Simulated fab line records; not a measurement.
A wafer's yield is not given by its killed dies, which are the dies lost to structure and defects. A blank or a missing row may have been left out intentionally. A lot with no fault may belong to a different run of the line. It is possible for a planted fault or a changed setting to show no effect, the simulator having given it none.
Chamber matching | flow n5Finfet | N5_GATE_CUT_STRIP_59 on rieDiel-01 has 4 sister chambers
The step strips in N2/H2, time 20 s. 16 wafers are shown with their chamber, then 8 later ones without.

== WAFERS WITH THEIR CHAMBER ==
wafer  | chamber | drypumpMotorCurrentA (A) | showerheadPlenumPTorr (Torr) | throttleValvePct (%)
L075.3 | 0       | 6.1                      | 3.32                         | 12.51
L075.4 | 2       | 6.0                      | 3.34                         | 12.73
L075.5 | 3       | 6.7                      | 3.40                         | 12.17
L077.1 | 1       | 6.0                      | 3.28                         | 11.78
L077.4 | 3       | 6.7                      | 3.40                         | 12.15
L077.6 | 1       | 5.9                      | 3.28                         | 11.80
L084.3 | 0       | 6.1                      | 3.31                         | 11.87
L084.5 | 0       | 6.1                      | 3.31                         | 11.89
L084.6 | 1       | 5.9                      | 3.27                         | 11.84
L085.1 | 3       | 6.7                      | 3.39                         | 12.22
L085.3 | 0       | 6.1                      | 3.31                         | 11.89
L085.5 | 3       | 6.7                      | 3.39                         | 12.23
L088.1 | 0       | 6.1                      | 3.31                         | 11.87
L088.4 | 1       | 5.8                      | 3.27                         | 11.86
L088.5 | 0       | 6.1                      | 3.31                         | 11.89
L094.1 | 1       | 5.9                      | 3.26                         | 11.89

SIGNATURES (averages over the wafers above)
reading               | chamber 0 | chamber 1 | chamber 2 | chamber 3 | scatter within a chamber
drypumpMotorCurrentA  | 6.100     | 5.900     | 6.000     | 6.700     | 0.0408
showerheadPlenumPTorr | 3.3117    | 3.2720    | 3.3400    | 3.3950    | 0.00621
throttleValvePct      | 11.9867   | 11.8340   | 12.7300   | 12.1925   | 0.169
Rule: distance of a wafer from a chamber = root of the sum over the readings of ((wafer's reading minus chamber's mean) / reading's scatter) squared. If the next closest chamber is less than 2 further off than the closest, the wafer can't be placed; otherwise it belongs to the closest. The scatter: the root of (the sum of the squares of (reading less its chamber's mean) over the shown wafers, divided by (wafers less chambers)).

== WAFERS WITH NO CHAMBER GIVEN ==
wafer  | drypumpMotorCurrentA (A) | showerheadPlenumPTorr (Torr) | throttleValvePct (%)
L094.2 | 6.7                      | 3.38                         | 12.23
L094.4 | 6.1                      | 3.32                         | 12.19
L095.2 | 6.1                      | 3.30                         | 11.93
L095.3 | 5.8                      | 3.26                         | 11.90
L095.4 | 6.7                      | 3.38                         | 12.25
L097.1 | 5.9                      | 3.26                         | 11.90
L097.4 | 6.0                      | 3.32                         | 12.20
L097.5 | 6.0                      | 3.32                         | 12.20

== THE CHAMBER EACH PASSED THROUGH ==
wafer  | from the rows above     | in truth
L094.2 | 3                       | 3
L094.4 | 0                       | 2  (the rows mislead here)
L095.2 | 0                       | 0
L095.3 | 1                       | 1
L095.4 | 3                       | 3
L097.1 | 1                       | 1
L097.4 | can't be placed: 0 or 2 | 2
L097.5 | can't be placed: 0 or 2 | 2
5 of 8 placed correctly. Unplaceable from these rows: 2, with the true chamber sitting among the candidates in 2. 1 placed wrongly.
